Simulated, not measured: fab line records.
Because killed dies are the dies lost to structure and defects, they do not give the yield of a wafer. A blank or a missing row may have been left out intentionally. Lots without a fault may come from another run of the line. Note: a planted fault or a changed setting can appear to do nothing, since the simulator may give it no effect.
Split-lot study || flow n5 finfet || on a route of 1938 steps: 7 lots, 21 wafers read

== THE SPLIT ITSELF ==
At N5_BEOL_M3_HM_DEP_02 (deposits TiN, target thk 20 nm), the setting target thk a was moved away from the recipe's 200 angstrom on 4 of the 21 wafers read, by -12.7% to +10.7%. All remaining wafers had this setting at the recipe value.

Reading taken at the split's own step.

== THE READING ==
TiN_of_BEOL_M3_HM_DEP_02.thk nm (the simulator's own value, which no gauge read), in nm, at N5_BEOL_M3_HM_DEP_02 (deposits TiN, target thk 20 nm). The file gives no usual value for it. Across the 17 wafers here that went through the recipe, the average is 19.9 nm and the standard deviation 0.29 nm.

{"wafer": "L074.2", "tool, chamber at the split": "pvd sputter-02, -", "target thk a as run, angstrom": 200, "against the recipe": "recipe", "TiN_of_BEOL_M3_HM_DEP_02.thk nm, nm": 19.6, "against lot-mates on the recipe": "-"}
{"wafer": "L074.4", "tool, chamber at the split": "pvd sputter-02, -", "target thk a as run, angstrom": 200, "against the recipe": "recipe", "TiN_of_BEOL_M3_HM_DEP_02.thk nm, nm": 19.6, "against lot-mates on the recipe": "-"}
{"wafer": "L074.6", "tool, chamber at the split": "pvd sputter-02, -", "target thk a as run, angstrom": 200, "against the recipe": "recipe", "TiN_of_BEOL_M3_HM_DEP_02.thk nm, nm": 19.4, "against lot-mates on the recipe": "-"}
{"wafer": "L075.2", "tool, chamber at the split": "pvd sputter-02, -", "target thk a as run, angstrom": 200, "against the recipe": "recipe", "TiN_of_BEOL_M3_HM_DEP_02.thk nm, nm": 19.6, "against lot-mates on the recipe": "-"}
{"wafer": "L075.4", "tool, chamber at the split": "pvd sputter-02, -", "target thk a as run, angstrom": 200, "against the recipe": "recipe", "TiN_of_BEOL_M3_HM_DEP_02.thk nm, nm": 19.6, "against lot-mates on the recipe": "-"}
{"wafer": "L075.6", "tool, chamber at the split": "pvd sputter-02, -", "target thk a as run, angstrom": 200, "against the recipe": "recipe", "TiN_of_BEOL_M3_HM_DEP_02.thk nm, nm": 20.4, "against lot-mates on the recipe": "-"}
{"wafer": "L082.3", "tool, chamber at the split": "pvd sputter-01, -", "target thk a as run, angstrom": 200, "against the recipe": "recipe", "TiN_of_BEOL_M3_HM_DEP_02.thk nm, nm": 20, "against lot-mates on the recipe": "-"}
{"wafer": "L082.4", "tool, chamber at the split": "pvd sputter-01, -", "target thk a as run, angstrom": 200, "against the recipe": "recipe", "TiN_of_BEOL_M3_HM_DEP_02.thk nm, nm": 20, "against lot-mates on the recipe": "-"}
{"wafer": "L082.6", "tool, chamber at the split": "pvd sputter-01, -", "target thk a as run, angstrom": 221.3, "against the recipe": "+10.7%", "TiN_of_BEOL_M3_HM_DEP_02.thk nm, nm": 22.4, "against lot-mates on the recipe": "+2.4"}
{"wafer": "L084.3", "tool, chamber at the split": "pvd sputter-01, -", "target thk a as run, angstrom": 200, "against the recipe": "recipe", "TiN_of_BEOL_M3_HM_DEP_02.thk nm, nm": 20.4, "against lot-mates on the recipe": "-"}
{"wafer": "L084.4", "tool, chamber at the split": "pvd sputter-01, -", "target thk a as run, angstrom": 174.5, "against the recipe": "-12.7%", "TiN_of_BEOL_M3_HM_DEP_02.thk nm, nm": 17.6, "against lot-mates on the recipe": -2.8}
{"wafer": "L084.6", "tool, chamber at the split": "pvd sputter-01, -", "target thk a as run, angstrom": 174.5, "against the recipe": "-12.7%", "TiN_of_BEOL_M3_HM_DEP_02.thk nm, nm": 18, "against lot-mates on the recipe": -2.4}
{"wafer": "L086.1", "tool, chamber at the split": "pvd sputter-03, -", "target thk a as run, angstrom": 200, "against the recipe": "recipe", "TiN_of_BEOL_M3_HM_DEP_02.thk nm, nm": 19.8, "against lot-mates on the recipe": "-"}
{"wafer": "L086.2", "tool, chamber at the split": "pvd sputter-03, -", "target thk a as run, angstrom": 200, "against the recipe": "recipe", "TiN_of_BEOL_M3_HM_DEP_02.thk nm, nm": 20, "against lot-mates on the recipe": "-"}
{"wafer": "L086.6", "tool, chamber at the split": "pvd sputter-03, -", "target thk a as run, angstrom": 200, "against the recipe": "recipe", "TiN_of_BEOL_M3_HM_DEP_02.thk nm, nm": 20, "against lot-mates on the recipe": "-"}
{"wafer": "L095.1", "tool, chamber at the split": "pvd sputter-02, -", "target thk a as run, angstrom": 200, "against the recipe": "recipe", "TiN_of_BEOL_M3_HM_DEP_02.thk nm, nm": 20, "against lot-mates on the recipe": "-"}
{"wafer": "L095.4", "tool, chamber at the split": "pvd sputter-02, -", "target thk a as run, angstrom": 180.9, "against the recipe": "-9.5%", "TiN_of_BEOL_M3_HM_DEP_02.thk nm, nm": 18, "against lot-mates on the recipe": -1.8}
{"wafer": "L095.6", "tool, chamber at the split": "pvd sputter-02, -", "target thk a as run, angstrom": 200, "against the recipe": "recipe", "TiN_of_BEOL_M3_HM_DEP_02.thk nm, nm": 19.6, "against lot-mates on the recipe": "-"}
{"wafer": "L093.1", "tool, chamber at the split": "pvd sputter-03, -", "target thk a as run, angstrom": 200, "against the recipe": "recipe", "TiN_of_BEOL_M3_HM_DEP_02.thk nm, nm": 20.2, "against lot-mates on the recipe": "-"}
{"wafer": "L093.4", "tool, chamber at the split": "pvd sputter-03, -", "target thk a as run, angstrom": 200, "against the recipe": "recipe", "TiN_of_BEOL_M3_HM_DEP_02.thk nm, nm": 20.2, "against lot-mates on the recipe": "-"}
{"wafer": "L093.2", "tool, chamber at the split": "pvd sputter-03, -", "target thk a as run, angstrom": 200, "against the recipe": "recipe", "TiN_of_BEOL_M3_HM_DEP_02.thk nm, nm": 19.8, "against lot-mates on the recipe": "-"}

THE FIT
A straight line over all 21 wafers: TiN_of_BEOL_M3_HM_DEP_02.thk nm changes by +0.188 nm for each +1% of target thk a; r = +0.95; the points scatter about the line by 0.32 nm.
The same after taking each lot's own level away (the mean of its wafers on the recipe; 21 wafers): +0.207 nm for each +1%; r = +0.98; scatter 0.21 nm.
That fit puts the effect of the largest move of target thk a on the reading at 2.6 nm.
Measured against the standard deviation above, the lots' own levels, which go from 19.53 to 20.40 nm, span 3.0 times it.
Hence the lot-to-lot level has little effect on the slope; both slopes agree.
Check: with one of the wafers moved furthest among these (-12.7%) left out of the fit, the line predicts -2.53 nm for it against its lot-mates. It came out at -2.8 nm against them.

== FURTHER SPLITS ON THESE WAFERS ==
These wafers also went through other splits before the reading. Each is held against what the fit with the lots' levels taken away leaves over:
{"other split on the same wafers": "N5_MOL_CONTACT_COAG_COAT_34 spin rpm", "wafers away from the commonest value": 6, "r with TiN_of_BEOL_M3_HM_DEP_02.thk nm (lot level and that fit taken away)": "+0.05"}
{"other split on the same wafers": "N5_MOL_CONTACT_COAG_VIA_ETCH_117 bias w", "wafers away from the commonest value": 8, "r with TiN_of_BEOL_M3_HM_DEP_02.thk nm (lot level and that fit taken away)": "+0.20"}
{"other split on the same wafers": "N5_MOL_CONTACT_COAG_CVD_140 target thk a", "wafers away from the commonest value": 7, "r with TiN_of_BEOL_M3_HM_DEP_02.thk nm (lot level and that fit taken away)": -0.40}
{"other split on the same wafers": "N5_BEOL_M0_TRENCH_ETCH_107 target depth a", "wafers away from the commonest value": 5, "r with TiN_of_BEOL_M3_HM_DEP_02.thk nm (lot level and that fit taken away)": "+0.10"}
{"other split on the same wafers": "N5_BEOL_M0_ETCH_109 bias w", "wafers away from the commonest value": 4, "r with TiN_of_BEOL_M3_HM_DEP_02.thk nm (lot level and that fit taken away)": -0.41}
{"other split on the same wafers": "N5_BEOL_M0_DEP_125 time s", "wafers away from the commonest value": 7, "r with TiN_of_BEOL_M3_HM_DEP_02.thk nm (lot level and that fit taken away)": "+0.09"}
{"other split on the same wafers": "N5_BEOL_M1_COAT_05 spin rpm", "wafers away from the commonest value": 6, "r with TiN_of_BEOL_M3_HM_DEP_02.thk nm (lot level and that fit taken away)": "+0.20"}
{"other split on the same wafers": "N5_BEOL_M2_ILD_DEP_00 time s", "wafers away from the commonest value": 7, "r with TiN_of_BEOL_M3_HM_DEP_02.thk nm (lot level and that fit taken away)": "+0.14"}
{"other split on the same wafers": "N5_BEOL_M2_ETCH_69 bias w", "wafers away from the commonest value": 6, "r with TiN_of_BEOL_M3_HM_DEP_02.thk nm (lot level and that fit taken away)": -0.27}
{"other split on the same wafers": "N5_BEOL_M2_TRENCH_ETCH_37 bias w", "wafers away from the commonest value": 6, "r with TiN_of_BEOL_M3_HM_DEP_02.thk nm (lot level and that fit taken away)": "+0.22"}

== THE FILE'S OWN FIT ==
TiN_of_BEOL_M3_HM_DEP_02.thk nm changes by +0.207 nm for each +1% of target thk a, r = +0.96.
